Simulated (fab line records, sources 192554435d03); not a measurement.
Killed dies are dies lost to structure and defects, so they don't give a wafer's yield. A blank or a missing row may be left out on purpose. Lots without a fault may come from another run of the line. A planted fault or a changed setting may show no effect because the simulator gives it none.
Problem report in the 8D (eight disciplines) form, filled by code | flow n5_finfet | the parts of the form that need people (team, actions taken, sign-off) are left out
Where a reading is given only as a bound, like >300, the bound stands for it, and a mean or a difference that rests on one is marked > or <: the true number lies beyond.

1. THE PROBLEM
raw_defect_count at N5_BEOL_M0_SAQP_INSPECT_16 reads a mean of 1279 on 6 wafers of 2 lots; wafers without a fault read 526 with a standard deviation of 130. That is +5.8 standard deviations from the usual mean.
The step: inspects for defects (brightfield).
First seen on wafer L725.1, day 8 05:36, on defect_inspect-02. The record holds 24 wafers of 8 lots with a number at this step. Rule for "out", or "out of limits": more than 4 standard deviations from the usual mean. The other wafers with a number count as sound.

2. WHAT IT IS AND WHAT IT IS NOT
question                    | is                                   | is not
which readings at this step | raw_defect_count                     | -
which lots                  | L725, L731                           | L721, L722, L723, L734, L736, L737
which wafers of those lots  | all that have a number               | -
read on which gauges        | defect_inspect-01, defect_inspect-02 | -
when                        | from day 8 05:36                     | up to then (9 sound wafers); but 9 sound wafers of L734, L736, L737 came after

3. SUSPECTS, AND WHAT RULES EACH OUT
Counting: a tool at a process step up to the reading stays a suspect if it ran every lot that is out and no sound lot after the first of them.
- the gauge at N5_BEOL_M0_SAQP_INSPECT_16: ruled out. The wafers that are out were read on 2 gauges (defect_inspect-01, defect_inspect-02).
- pecvd-03 at N5_BEOL_M0_SAQP_PECVD_00 (deposits SiCN from 3MS/NH3, target thk 8 nm, time 14 s): ruled out as a lasting fault. Sound lots L737 ran on it after its first lot that is out, L725 (day 8 03:16).
- pvd_sputter-03 at N5_BEOL_M0_SAQP_HM_DEP_02 (deposits TiN, target thk 12 nm): kept. It ran every lot that is out, first L725 (day 8 04:52), and no sound lot after that; its last sound lot up to then is L723 (day 7 22:16).
Left after counting: pvd_sputter-03 at N5_BEOL_M0_SAQP_HM_DEP_02.

4. THE CAUSE (what the simulator had put in)
Chamber particle source: pvd_sputter-03, from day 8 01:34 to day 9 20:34, at N5_BEOL_M0_SAQP_HM_DEP_02. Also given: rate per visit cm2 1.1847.
Counting left only this tool.

5. THE CHAIN OF EFFECTS, in route order
Each row: a reading whose mean over the struck wafers that have a number lies more than 3 standard deviations from the usual. Only readings for which the record gives a usual standard deviation are gone through. hours: the time from each lot's start at the first step in this table that gives one to its start at this step, as a median over the lots. sigmas: the change in usual standard deviations.
hours | step                       | reading              | usual  | on struck wafers | change | sigmas
0     | N5_BEOL_M0_SAQP_INSPECT_16 | raw_defect_count     | 526    | 1279             | +753   | +5.8
4     | N5_BEOL_M0_SAQP_INSPECT_42 | raw_defect_count     | 302    | 1051             | +749   | +8.3
6     | N5_BEOL_M0_CUTY_INSPECT_59 | raw_defect_count     | 2.0    | >300             | >+298  | +99 or more
170   | N5_PASSIVATION_PROBE_49    | defect_limited_yield | 91.1 % | 82.4             | -8.7   | -5.8
170   | N5_PASSIVATION_PROBE_49    | killed_at_M0_to_M3   | 35     | 151              | +116   | +12
170   | N5_PASSIVATION_PROBE_49    | killed_dies          | 105    | 208              | +103   | +6.1
170   | N5_PASSIVATION_PROBE_49    | sort_bin_5_function  | 5.1 %  | 10.5             | +5.4   | +5.5
170   | N5_PASSIVATION_PROBE_49    | sort_n_pass          | 1075   | 972              | -103   | -6.1
170   | N5_PASSIVATION_PROBE_49    | sort_yield_pct       | 91.1 % | 82.4             | -8.7   | -5.8
The process steps in it:
- N5_PASSIVATION_PROBE_49
Later measuring or inspecting steps at which every struck wafer that the step has a row for has a number for every such reading, and none has moved that far: N5_BEOL_M4_RC_MEAS_101.

6. WHAT WOULD HAVE CAUGHT IT SOONER
In this record the first reading out of limits at a measuring or inspecting step was taken at day 8 05:36, 4 hours after the fault began at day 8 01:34.
Of the tool readings at N5_BEOL_M0_SAQP_HM_DEP_02 for which the record gives a usual standard deviation, none was out on any struck wafer, so an alarm limit of 4 standard deviations on them would not have fired.
Of the lots that are out (2), L731 began N5_BEOL_M0_SAQP_HM_DEP_02 on pvd_sputter-03 after day 8 05:36. A hold on the tool at that time would have spared it.
